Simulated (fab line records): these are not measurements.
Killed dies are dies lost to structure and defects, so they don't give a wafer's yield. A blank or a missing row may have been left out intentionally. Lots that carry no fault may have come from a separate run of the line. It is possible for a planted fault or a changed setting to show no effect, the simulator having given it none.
Matching of chambers | flow nand harc | 3 sister chambers for NHARC_A_CONTACT_DEP_29 on pecvd-04
The step deposits SiON, target thk 70 nm. 6 wafers are shown with their chamber, then 11 later ones without.

## EACH WAFER AND ITS CHAMBER
wafer  | chamber | showerhead vpp V (V) | heater power w (W)
L093.6 | 0       | 1176                 | 670
L092.2 | 2       | 1201                 | 650
L091.4 | 0       | 1147                 | 654
L091.5 | 1       | 1155                 | 637
L091.6 | 2       | 1197                 | 617
L090.1 | 1       | 1138                 | 700

## WAFERS WITHOUT THEIR CHAMBER
wafer  | showerhead vpp V (V) | heater power w (W)
L090.2 | 1189                 | 633
L090.6 | 1168                 | 618
L086.1 | 1157                 | 689
L086.3 | 1142                 | 590
L086.5 | 1161                 | 685
L097.1 | 1189                 | 729
L097.2 | 1166                 | 662
L097.6 | 1165                 | 680
L096.1 | 1173                 | 669
L096.4 | 1165                 | 666
L096.5 | 1140                 | 668

## THE CHAMBER EACH PASSED THROUGH
wafer  | from the rows above          | in truth
L090.2 | can't be placed: 2 or 0      | 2
L090.6 | can't be placed: 0 or 1 or 2 | 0
L086.1 | can't be placed: 0 or 1      | 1
L086.3 | can't be placed: 1 or 0 or 2 | 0
L086.5 | can't be placed: 0 or 1      | 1
L097.1 | can't be placed: 0 or 2 or 1 | 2
L097.2 | can't be placed: 0 or 1      | 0
L097.6 | can't be placed: 0 or 1      | 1
L096.1 | can't be placed: 0 or 1 or 2 | 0
L096.4 | can't be placed: 0 or 1      | 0
L096.5 | can't be placed: 1 or 0      | 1
Placed correctly: 0 of 11. These rows do not allow placing 11 (true chamber among the candidates in 11). Wrongly placed: 0.
How it was worked out, from the rows above alone: a wafer's distance from a chamber is the root of the sum, over the readings, of the square of ((its reading less the chamber's mean) divided by the reading's scatter). If the next closest chamber is less than 2 further off than the closest, the wafer can't be placed; otherwise it belongs to the closest. For every chamber, the mean is computed from those of its wafers that are shown. The scatter: the root of (the sum of the squares of (reading less its chamber's mean) over the shown wafers, divided by (wafers less chambers)).
